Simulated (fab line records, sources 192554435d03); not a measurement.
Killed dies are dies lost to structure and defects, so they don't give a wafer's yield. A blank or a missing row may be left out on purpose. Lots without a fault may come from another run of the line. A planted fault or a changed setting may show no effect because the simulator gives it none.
Chamber matching | flow n5_finfet | N5_BEOL_M0_SAQP_ILD_DEP_01 on pecvd-01: 3 sister chambers
The step deposits SiOC from DEMS/O2, target thk 45.419 nm, time 8.7 s. 3 wafers are shown with their chamber, then 11 later ones without.

WAFERS WITH THEIR CHAMBER
wafer  | chamber | showerhead_plenum_p_Torr (Torr)
L086.4 | 2       | 5.677
L086.5 | 1       | 5.679
L087.2 | 0       | 5.690

WAFERS WITHOUT THEIR CHAMBER
wafer  | showerhead_plenum_p_Torr (Torr)
L087.3 | 5.677
L087.5 | 5.682
L088.2 | 5.722
L088.4 | 5.712
L088.6 | 5.672
L093.1 | 5.710
L093.2 | 5.672
L093.5 | 5.706
L096.2 | 5.680
L096.3 | 5.661
L096.6 | 5.661

WHICH CHAMBER EACH WENT THROUGH
wafer  | from the rows above          | in truth
L087.3 | can't be placed: 2 or 1 or 0 | 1
L087.5 | can't be placed: 1 or 2 or 0 | 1
L088.2 | can't be placed: 0 or 1 or 2 | 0
L088.4 | can't be placed: 0 or 1 or 2 | 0
L088.6 | can't be placed: 2 or 1 or 0 | 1
L093.1 | can't be placed: 0 or 1 or 2 | 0
L093.2 | can't be placed: 2 or 1 or 0 | 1
L093.5 | can't be placed: 0 or 1 or 2 | 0
L096.2 | can't be placed: 1 or 2 or 0 | 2
L096.3 | can't be placed: 2 or 1 or 0 | 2
L096.6 | can't be placed: 2 or 1 or 0 | 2
Placed correctly: 0 of 11. Can't be placed from these rows: 11 (the true chamber is among the candidates in 11). Placed wrongly: 0.
How it was worked out, from the rows above alone: a wafer's distance from a chamber is the root of the sum, over the readings, of the square of ((its reading less the chamber's mean) divided by the reading's scatter). The wafer belongs to the nearest chamber; if the next one is less than 2 further off, it can't be placed. A chamber's mean is the mean of its shown wafers. The scatter: with one shown wafer a chamber, the root of the mean of the squares of how far each hidden wafer lies from its nearest shown one.
